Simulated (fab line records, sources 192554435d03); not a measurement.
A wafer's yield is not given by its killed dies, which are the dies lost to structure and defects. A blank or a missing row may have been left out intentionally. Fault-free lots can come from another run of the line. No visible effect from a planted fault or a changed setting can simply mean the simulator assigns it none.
Matching of chambers | flow n5_finfet | N5_FIN_CUT_CUT_ETCH_28 on rie_si-03 has 4 sister chambers
The step etches Si in HBr/Cl2/O2, target depth 6 nm, time 2.4 s. 16 wafers are shown with their chamber, then 8 later ones without.

== WAFERS WITH THEIR CHAMBER ==
wafer  | chamber | drypump_motor_current_A (A) | throttle_valve_pct (%) | oes_product_au (a.u.)
L077.2 | 2       | 6.3                         | 37.0                   | 0.988
L077.3 | 1       | 6.3                         | 37.2                   | 0.996
L077.4 | 3       | 6.0                         | 37.2                   | 0.994
L078.1 | 0       | 5.6                         | 37.4                   | 0.993
L078.3 | 2       | 6.2                         | 36.9                   | 0.998
L078.6 | 3       | 6.0                         | 37.1                   | 0.995
L079.2 | 1       | 6.3                         | 37.2                   | 0.996
L079.3 | 3       | 6.0                         | 37.1                   | 0.987
L079.5 | 2       | 6.2                         | 37.0                   | 1.000
L082.1 | 1       | 6.3                         | 37.2                   | 1.000
L082.3 | 0       | 5.6                         | 37.4                   | 0.987
L082.6 | 3       | 6.1                         | 37.1                   | 0.989
L085.3 | 3       | 6.0                         | 37.1                   | 0.994
L085.5 | 2       | 6.2                         | 36.9                   | 1.001
L085.6 | 3       | 6.0                         | 37.1                   | 0.989
L087.1 | 1       | 6.3                         | 37.2                   | 1.002

SIGNATURES (averages over the wafers above)
reading                 | chamber 0 | chamber 1 | chamber 2 | chamber 3 | scatter within a chamber
drypump_motor_current_A | 5.600     | 6.300     | 6.225     | 6.017     | 0.0363
throttle_valve_pct      | 37.400    | 37.200    | 36.950    | 37.117    | 0.0391
oes_product_au          | 0.99000   | 0.99850   | 0.99675   | 0.99133   | 0.00417
Rule: distance of a wafer from a chamber = root of the sum over the readings of ((wafer's reading minus chamber's mean) / reading's scatter) squared. If the next closest chamber is less than 2 further off than the closest, the wafer can't be placed; otherwise it belongs to the closest. How the scatter is found: for the shown wafers, subtract from each reading the mean of its chamber, square and add these, divide the total by (wafers less chambers), then take the root.

== WAFERS WITHOUT THEIR CHAMBER ==
wafer  | drypump_motor_current_A (A) | throttle_valve_pct (%) | oes_product_au (a.u.)
L087.4 | 5.6                         | 37.4                   | 0.990
L087.5 | 5.6                         | 37.4                   | 0.992
L089.2 | 6.0                         | 37.2                   | 1.001
L089.3 | 6.2                         | 36.9                   | 1.008
L089.5 | 6.0                         | 37.1                   | 0.994
L095.2 | 6.0                         | 37.1                   | 0.992
L095.4 | 5.6                         | 37.4                   | 0.991
L095.5 | 6.0                         | 37.2                   | 0.999

== WHICH CHAMBER EACH WENT THROUGH ==
wafer  | from the rows above | in truth
L087.4 | 0                   | 0
L087.5 | 0                   | 0
L089.2 | 3                   | 3
L089.3 | 2                   | 2
L089.5 | 3                   | 3
L095.2 | 3                   | 3
L095.4 | 0                   | 0
L095.5 | 3                   | 3
Correctly placed: 8 of 8. Left unplaced by these rows: 0. Wrongly placed: 0.
